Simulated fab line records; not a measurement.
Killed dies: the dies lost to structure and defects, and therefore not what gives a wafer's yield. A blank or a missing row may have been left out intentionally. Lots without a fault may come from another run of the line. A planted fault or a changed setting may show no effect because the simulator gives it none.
fab line records    flow n5-finfet
record: lots: 3  wafers: 9  last-day: 17
route steps=1938 shown MOL_CONTACT_COAG@626 BEOL_M0_SAQP@632 BEOL_M4@1111
lots that met no fault: from a run of the same line without faults
start-h: hours from the record's first day to the start of the lot's first wafer shown    wait-h: hours elapsed since this lot's preceding step    " unchanged from the row above    L1.1+2: a row that stands for several wafers    - value missing, or start not given    * or withheld: withheld    < > ~ a bound
route shown NAME@n: a module of which the file shows steps, and the number in the route of the first    usual: the fault-free wafers' mean and standard deviation    same: alike in all rows    chamber/n: place in a boat    sites: the reading at each site    _std_site: standard deviation of those values    _edge_site: inner sites' mean taken away from outer sites' mean    radius-mm: how far each site lies from the wafer's centre    mask NAME#n: copy n    behind: tool/chamber where the wafer was last shaped    hold: the reason the lot was held/the length of the hold in hours/how it ended    device: whichever transistor did not switch (one of n, p or np)    end of line: tests run on the same wafers once the route is complete    a step with no rows: only its recipe    killed: at the first sort, the dies lost to defects and structure; wafer yield is something else    map: shows each die of a wafer: x if killed, . if not, _ if none is there
set.NAME: the run value of the setting; set.NAME@STEP: its run value at that earlier step    model.NAME: the simulator's own value behind a step, which no gauge read
lots at some steps of the route; a table a step, a row a wafer
services: a tool's chamber out of use, with start hour (start-h, from the record's first day; less than 0 if before it), hours out, and reason
== steps ==
step: N5_MOL_CONTACT_COAG_SRD_128
recipe: dry-time-s: 32  dry: n2-spin  spin-rpm: 1500
step: N5_MOL_CONTACT_COAG_CMP_52
recipe: stop-on: SiO2  t-overpolish-s: 1.5  post-cmp-clean: w-dilute-nh4oh  down-force-psi: 4  platen-rpm: 50.289  pad-velocity-m-s: 1.0006  target-thk-nm: 66.5
step: N5_MOL_CONTACT_COAG_ANNEAL_112
recipe: temp-c: 400  time-s: 1800  ambient: HPD2  pressure-atm: 10
step: N5_BEOL_M0_SAQP_PECVD_00
recipe: material: SiCN  target-thk-a: 80  temp-c: withheld  precursor: 3MS/NH3  pressure-torr: 3  rf-w: 202  time-s: 14
step: N5_BEOL_M0_SAQP_ILD_DEP_01
recipe: material: SiOC  target-thk-a: 454.19  temp-c: 350  precursor: DEMS/O2  pressure-torr: 5  rf-w: 500  time-s: 8.7
step: N5_BEOL_M0_SAQP_HM_DEP_02
recipe: material: TiN  target-thk-a: 120  temp-c: 25  chamber-pressure-pa: 0.49996
step: N5_BEOL_M0_SAQP_PECVD_03
recipe: material: SiCN  target-thk-a: 120  temp-c: withheld  precursor: 3MS/NH3  pressure-torr: 3  rf-w: 202  time-s: 21.1
step: N5_BEOL_M0_SAQP_PECVD_96
recipe: material: a-Si  target-thk-a: 450  temp-c: 350  precursor: SiH4/He  pressure-torr: 3  rf-w: 100  time-s: 45.2
step: N5_BEOL_M0_SAQP_PECVD_97
recipe: material: SiNx  target-thk-a: 230  temp-c: 350  precursor: SiH4/NH3/N2  pressure-torr: 1.5  rf-w: 300  time-s: 19.9
step: N5_BEOL_M0_SAQP_PECVD_04
recipe: material: a-Si  target-thk-a: 600  temp-c: 350  precursor: SiH4/He  pressure-torr: 3  rf-w: 100  time-s: 60.2
usual: heater-power-outer-w: 380/43  heater-power-w: 637/57  showerhead-plenum-p-Torr: 5.65/0.048  throttle-valve-pct: 17.9/1.1
lot.wafer  tool      chamber  start-h  wait-h  heater-power-outer-w  heater-power-w  showerhead-plenum-p-Torr  throttle-valve-pct  model.a-Si_of_BEOL_M0_SAQP_PECVD_04.thk-nm
L376.1     pecvd-02  0        112.18   0.0     388                   649             5.70                      18.7                59.2
L376.3     "         1        "        "       407                   622             5.70                      18.5                59.8
L376.4     "         0        "        "       403                   646             5.69                      19.0                59.6
L380.2     pecvd-02  2        140.11   0.0     328                   566             5.65                      16.0                56.2
L380.5     "         1        "        "       472                   697             5.74                      18.6                60
L380.6     "         0        "        "       357                   602             5.72                      18.6                60.6
L397.1     pecvd-01  0        240.89   0.0     366                   642             5.54                      18.5                59.8
L397.2     "         2        "        "       345                   579             5.64                      17.3                59.6
L397.4     "         2        "        "       354                   578             5.63                      17.1                60
step: N5_BEOL_M0_SAQP_THK_MEAS_05
usual: thk-nm: 59.9/0.71
lot.wafer  tool           chamber  start-h  wait-h  thk-nm
L376.1     film-metro-02  -        112.28   0.1     59.1
L376.3     "              -        "        "       59.7
L376.4     "              -        "        "       59.7
L380.2     film-metro-02  -        140.21   0.1     56.2
L380.5     "              -        "        "       60.0
L380.6     "              -        "        "       60.6
L397.1     film-metro-01  -        240.98   0.1     59.7
L397.2     "              -        "        "       59.6
L397.4     "              -        "        "       60.0
step: N5_BEOL_M0_SAQP_HM_DEP_111
recipe: material: SiO2  target-thk-a: 120  temp-c: 400  precursor: SiH4/N2O  pressure-torr: 0.75  rf-w: 275  time-s: 7.2
step: N5_BEOL_M0_SAQP_COAT_81
recipe: resist: SOC  temp-c: 250  time-s: 60  spin-rpm: 1500  resist-thk-nm: 100
step: N5_BEOL_M0_SAQP_COAT_82
recipe: resist: SiARC  temp-c: 220  time-s: 60  spin-rpm: 1500  resist-thk-nm: 30
step: N5_BEOL_M0_SAQP_COAT_08
recipe: resist: CAR-ArF  spin-rpm: 1500  resist-thk-nm: 90
step: N5_BEOL_M0_SAQP_EBR_10
recipe: solvent: PGMEA  ebr-width-mm: 1.5
step: N5_BEOL_M0_SAQP_SOFTBAKE_09
recipe: temp-c: 110  time-s: 60  resist: CAR-ArF
step: N5_BEOL_M0_SAQP_EXPOSE_11
recipe: mask-id: M0_CORE  na: 1.35  source-shape: dipole  sigma-inner: 0.538  sigma-outer: 0.738  polarization: te  target-cd-nm: 42  dose-mj: 55
step: N5_BEOL_M0_SAQP_PEB_12
recipe: peb-temp-c: withheld  peb-time-s: 60  resist: CAR-ArF
step: N5_BEOL_M0_SAQP_DEVELOP_13
recipe: develop-time-s: 30  developer: TMAH  resist: CAR-ArF  dev-temp-c: 23  rinse-liquid: diw  dry: air-spin
step: N5_BEOL_M0_SAQP_DESCUM_19
recipe: chemistry: O2  time-s: 7.9  source-power-w: 50  bias-power-w: 20  pressure-mtorr: 20  rf-frequency-hz: 2.712e+07  temp-c: 40  resist: CAR-ArF  o2-flow-sccm: 225
step: N5_BEOL_M0_SAQP_ETCH_83
recipe: chemistry: CF4  target: SiARC  target-depth-a: 390  mask-material: CAR-ArF  time-s: 65  ion-energy-ev: 80  pressure-mtorr: 40  source-w: 545  bias-w: 36  Ar_flow_sccm: 100  cf4-flow-sccm: 100  ends: cleared
step: N5_BEOL_M0_SAQP_ETCH_84
recipe: chemistry: N2/H2  target: SOC  target-depth-a: 1000  overetch-a: 200  mask-material: SiARC  temp-c: 40  time-s: 150  ion-energy-ev: 200  pressure-mtorr: 30  source-w: 840  bias-w: 150  n2-flow-sccm: 200  h2-flow-sccm: 200
step: N5_BEOL_M0_SAQP_STRIP_80
recipe: chemistry: N2/H2  temp-c: 40  n2-flow-sccm: 200  h2-flow-sccm: 200  rf-frequency-hz: 6e+07
step: N5_BEOL_M0_SAQP_HM_OPEN_112
recipe: chemistry: CHF3/O2  target: SiO2  stop-on: a-Si  target-depth-a: 120  over-etch-frac: 1.25  mask-material: SOC  time-s: 13.5  pressure-mtorr: 30  source-w: 650  bias-w: 170  Ar_flow_sccm: 200  CHF3_flow_sccm: 50  O2_flow_sccm: 5  ion-energy-ev: 200  ends: end-point
step: N5_BEOL_M0_SAQP_STRIP_113
recipe: chemistry: CHF3/O2  resist: SiARC  rf-frequency-hz: 6e+07
step: N5_BEOL_M0_SAQP_MANDREL_ETCH_20
recipe: target-depth-a: 600  chemistry: HBr/Cl2  target: a-Si  stop-on: SiNx  bt-time-s: 10  mask-material: SOC  over-etch-frac: 0.5  time-s: 30  pressure-mtorr: 10  icp-w: 800  bias-w: 75  HBr_flow_sccm: 150  Cl2_flow_sccm: 80  ends: end-point
usual: drypump-motor-current-A: 5.5/0.37  oes-product-au: 0.775/0.011  throttle-valve-pct: 35.4/0.37
lot.wafer  tool       chamber  start-h  wait-h  drypump-motor-current-A  oes-product-au  rf-hours-counter-h  throttle-valve-pct  model.etch.depth-nm
L376.1     rie-si-01  0        113.31   0.0     5.7                      0.772           135                 35.6                59.19
L376.3     "          1        "        "       5.5                      0.780           156                 35.5                59.61
L376.4     "          3        "        "       4.9                      0.784           59                  35.7                59.57
L380.2     rie-si-05  0        140.98   0.0     6.1                      0.751           80                  35.0                56.17
L380.5     "          1        "        "       5.1                      0.779           -                   35.9                59.99
L380.6     "          2        "        "       5.4                      0.768           -                   34.9                60.44
L397.1     rie-si-03  3        241.83   0.0     6.0                      0.777           64                  35.4                59.74
L397.2     "          1        "        "       5.8                      0.781           144                 35.3                59.65
L397.4     "          2        "        "       6.0                      0.781           5                   35.4                60.05
step: N5_BEOL_M0_SAQP_STRIP_86
recipe: chemistry: N2/H2  power-w: 500  temp-c: 40  pressure-mtorr: 50  rf-frequency-hz: 6e+07  overash-fraction: 0.3  bias-power-w: 28  h2-frac: 0.5  n2-flow-sccm: 300  h2-flow-sccm: 300
step: N5_BEOL_M0_SAQP_STRIP_115
recipe: chemistry: post-etch-residue-remover  time-s: 60  temp-c: 25  remover-ph: withheld  remover-water-wt-pct: withheld  remover-fluoride-wt-pct: withheld
step: N5_BEOL_M0_SAQP_SRD_93
recipe: dry: ipa-marangoni  time-s: 30  temp-c: 23  rinse-liquid: diw
step: N5_BEOL_M0_SAQP_RECESS_114
recipe: chemistry: HF/NH3  target: SiO2  target-depth-a: 144  afs-cycles: 3  temp-c: 30  sublimation-temp-c: 180  sublimation-time-s: 60
step: N5_BEOL_M0_SAQP_SPACER1_ALD_98
recipe: material: SiO2  target-thk-a: 128  temp-c: 300  ald-precursor-family: BDEAS  ald-co-reactant: O2-plasma  pulse-time-s: 1  purge-time-s: 2  co-reactant-purge-time-s: 2  ald-cycles: 138  pressure-torr: 2
step: N5_BEOL_M0_SAQP_SPACER1_ETCHBACK_99
recipe: chemistry: CHF3/O2  mode: anisotropic-etchback  target: SiO2  target-depth-a: 154  time-s: 7.7  pressure-mtorr: 30  source-w: 650  bias-w: 170  Ar_flow_sccm: 200  CHF3_flow_sccm: 50  O2_flow_sccm: 5  ion-energy-ev: 200
usual: CHF3_flow_sccm: 49.96/0.15  drypump-motor-current-A: 6.0/0.38  oes-product-au: 0.74/0.072  rf-vpp-V: 525/7.8  showerhead-plenum-p-Torr: 2.39/0.084  throttle-valve-pct: 19.00/0.23
lot.wafer  tool         chamber  start-h  wait-h  CHF3_flow_sccm  drypump-motor-current-A  oes-product-au  rf-hours-counter-h  rf-vpp-V  showerhead-plenum-p-Torr  throttle-valve-pct  model.a-Si_of_BEOL_M0_SAQP_PECVD_04.thk-nm
L376.1     rie-diel-01  1        114.80   0.4     49.74           6.1                      0.72            192                 524       2.39                      19.11               58.6
L376.3     "            3        "        "       49.94           5.6                      0.73            171                 521       2.52                      19.16               59
L376.4     "            2        "        "       49.78           5.2                      0.69            248                 531       2.37                      19.11               59
L380.2     rie-diel-05  2        142.33   0.3     49.97           6.2                      0.71            216                 533       2.29                      18.67               55.6
L380.5     "            1        "        "       49.97           6.0                      0.75            -                   519       2.41                      18.73               59.4
L380.6     "            0        "        "       50.03           6.4                      0.70            -                   513       2.27                      19.41               59.8
L397.1     rie-diel-05  1        243.07   0.3     49.76           6.0                      0.73            185                 518       2.40                      18.75               59.2
L397.2     "            3        "        "       50.17           6.1                      0.68            230                 538       2.48                      19.15               59
L397.4     "            2        "        "       50.09           6.2                      0.68            248                 534       2.28                      18.72               59.4
step: N5_BEOL_M0_SAQP_MANDREL1_REMOVE_100
recipe: chemistry: HBr/Cl2/O2  bt-time-s: 10  target: a-Si  stop-on: SiNx  endpoint: OES-SiCl  over-etch-frac: 0.85  icp-w: 600  bias-w: 30  HBr_flow_sccm: 150  Cl2_flow_sccm: 80  O2_flow_sccm: 5  pressure-mtorr: 10
step: N5_BEOL_M4_RC_MEAS_101
usual: DIBL_N: 36.0/1.7  DIBL_P: 35.8/2  IOFF_N: 0.15/0.03  IOFF_P: 0.20/0.037  ION_N: 670/12  ION_P: 460/7.2  SS_N: 71.5/0.68  SS_P: 73.2/0.65  VT_N: 250/3.1  VT_P: -251/3.4
lot.wafer  tool       chamber  start-h  wait-h  DIBL_N[mV/V]  DIBL_P[mV/V]  IOFF_N[nA/um]  IOFF_P[nA/um]  ION_N[uA/um]  ION_P[uA/um]  SS_N[mV/dec]  SS_P[mV/dec]  VT_N[mV]  VT_P[mV]
L376.1     prober-01  0        175.47   0.0     36.5          34.6          0.14           0.19           664           451           72.2          73.3          252       -254
L376.3     "          0        "        "       33.3          31.9          0.10           0.16           652           456           70.6          72.2          256       -255
L376.4     "          0        "        "       35.3          34.9          0.14           0.20           683           471           71.2          72.7          250       -250
L380.2     prober-02  0        200.98   0.2     34.7          36.2          0.13           0.17           664           452           71.1          73.1          253       -256
L380.5     "          0        "        "       34.8          36.9          0.14           0.19           663           460           72.1          73.5          252       -254
L380.6     "          0        "        "       33.4          33.6          0.12           0.16           665           456           70.5          72.8          254       -255
L397.1     prober-02  0        305.10   0.0     36.5          36.3          0.16           0.22           680           466           71.0          73.4          249       -250
L397.2     "          0        "        "       39.0          38.8          0.23           0.27           699           471           71.5          74.2          242       -246
L397.4     "          0        "        "       38.6          38.2          0.20           0.26           688           468           71.6          74.0          245       -246
== services ==
tool         chamber  start-h  hours  kind
pecvd-02     -        89.90    6.0    pm
rie-si-05    -        110.17   2.8    pm
pecvd-01     -        114.37   0.5    repair
rie-si-03    -        116.19   2.8    pm
rie-diel-01  2        121.22   -      clean
rie-diel-01  2        121.22   -      consumable-replace:focus-ring
rie-diel-01  2        121.22   12.1   scheduled-down
rie-diel-01  3        123.80   3.1    repair
pecvd-02     2        131.25   2.1    scheduled-down
rie-si-01    -        135.58   0.1    repair
pecvd-02     -        191.46   0.7    repair
rie-diel-05  0        192.88   -      clean
rie-diel-05  0        192.88   -      consumable-replace:focus-ring
rie-diel-05  0        192.88   -      consumable-replace:showerhead
rie-diel-05  0        192.88   15.2   scheduled-down
rie-diel-05  0        192.88   15.2   vent-cycle
rie-si-05    1        196.37   6.5    repair
rie-si-03    -        197.32   0.9    repair
rie-diel-05  1        197.55   24.1   repair
pecvd-02     -        206.66   0.6    repair
rie-si-03    -        209.51   1.2    repair
pecvd-02     -        219.26   2.8    pm
pecvd-02     2        232.76   12.9   repair
pecvd-02     0        236.34   2.1    scheduled-down
== key ==
first-sign: step: N5_BEOL_M0_SAQP_THK_MEAS_05  reading: thk-nm  direction: down  sigmas: 5.2  usual: *  struck: *
effect none on later readings
model-effect: step: N5_BEOL_M0_SAQP_PECVD_04  value: a-Si_of_BEOL_M0_SAQP_PECVD_04.thk-nm  without: 58.4  struck: 56.2
model-effect: step: N5_BEOL_M0_SAQP_MANDREL_ETCH_20  value: etch.depth-nm  without: 58.38  struck: 56.17
model-effect: step: N5_BEOL_M0_SAQP_SPACER1_ETCHBACK_99  value: a-Si_of_BEOL_M0_SAQP_PECVD_04.thk-nm  without: 57.8  struck: 55.6
met-at N5_BEOL_M0_SAQP_PECVD_04
struck-wafers L380.2
onset-between 112.18 140.11
fault: kind: process-parameter-drift  tool: pecvd-02  chamber: -  onset-h: 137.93  steps: N5_BEOL_M0_SAQP_PECVD_04  channel: time-s  offset: *  shape: step  end-h: 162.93  scope: struck-wafers-only  acts-in: *  stated: *
